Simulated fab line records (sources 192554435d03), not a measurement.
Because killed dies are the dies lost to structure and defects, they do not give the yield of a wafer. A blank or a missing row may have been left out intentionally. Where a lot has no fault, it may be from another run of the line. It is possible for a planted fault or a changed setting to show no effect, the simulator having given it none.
Chamber matching / flow n5-finfet / cvd-co-01 running N5_BEOL_M1_PRE_CLEAN_60: 3 sister chambers
The step time 15 s. 14 wafers are shown with their chamber, then 6 later ones without.

EACH WAFER AND ITS CHAMBER
wafer=L644.1; chamber=0; heater-power-w (W)=81
wafer=L644.4; chamber=0; heater-power-w (W)=79
wafer=L644.6; chamber=1; heater-power-w (W)=90
wafer=L646.2; chamber=0; heater-power-w (W)=79
wafer=L646.3; chamber=1; heater-power-w (W)=89
wafer=L646.4; chamber=2; heater-power-w (W)=69
wafer=L649.1; chamber=2; heater-power-w (W)=70
wafer=L649.4; chamber=0; heater-power-w (W)=80
wafer=L649.5; chamber=1; heater-power-w (W)=90
wafer=L653.2; chamber=0; heater-power-w (W)=82
wafer=L653.3; chamber=1; heater-power-w (W)=89
wafer=L653.5; chamber=0; heater-power-w (W)=80
wafer=L655.5; chamber=1; heater-power-w (W)=89
wafer=L655.6; chamber=0; heater-power-w (W)=82

SIGNATURES, as means of the wafers listed above
reading=heater-power-w; chamber 0=80.43; chamber 1=89.40; chamber 2=69.50; scatter within a chamber=1.02
Rule: distance of a wafer from a chamber = root of the sum over the readings of ((wafer's reading minus chamber's mean) / reading's scatter) squared. If the next closest chamber is less than 2 further off than the closest, the wafer can't be placed; otherwise it belongs to the closest. The scatter: the root of (the sum of the squares of (reading less its chamber's mean) over the shown wafers, divided by (wafers less chambers)).

WAFERS WHOSE CHAMBER IS MISSING
wafer=L657.1; heater-power-w (W)=92
wafer=L657.2; heater-power-w (W)=80
wafer=L657.4; heater-power-w (W)=90
wafer=L666.3; heater-power-w (W)=89
wafer=L666.5; heater-power-w (W)=90
wafer=L666.6; heater-power-w (W)=83

EACH ONE'S CHAMBER
wafer=L657.1; from the rows above=1; in truth=1
wafer=L657.2; from the rows above=0; in truth=0
wafer=L657.4; from the rows above=1; in truth=1
wafer=L666.3; from the rows above=1; in truth=1
wafer=L666.5; from the rows above=1; in truth=1
wafer=L666.6; from the rows above=0; in truth=0
Placed correctly: 6 of 6. Not placeable from these rows: 0. Placed wrongly: 0.
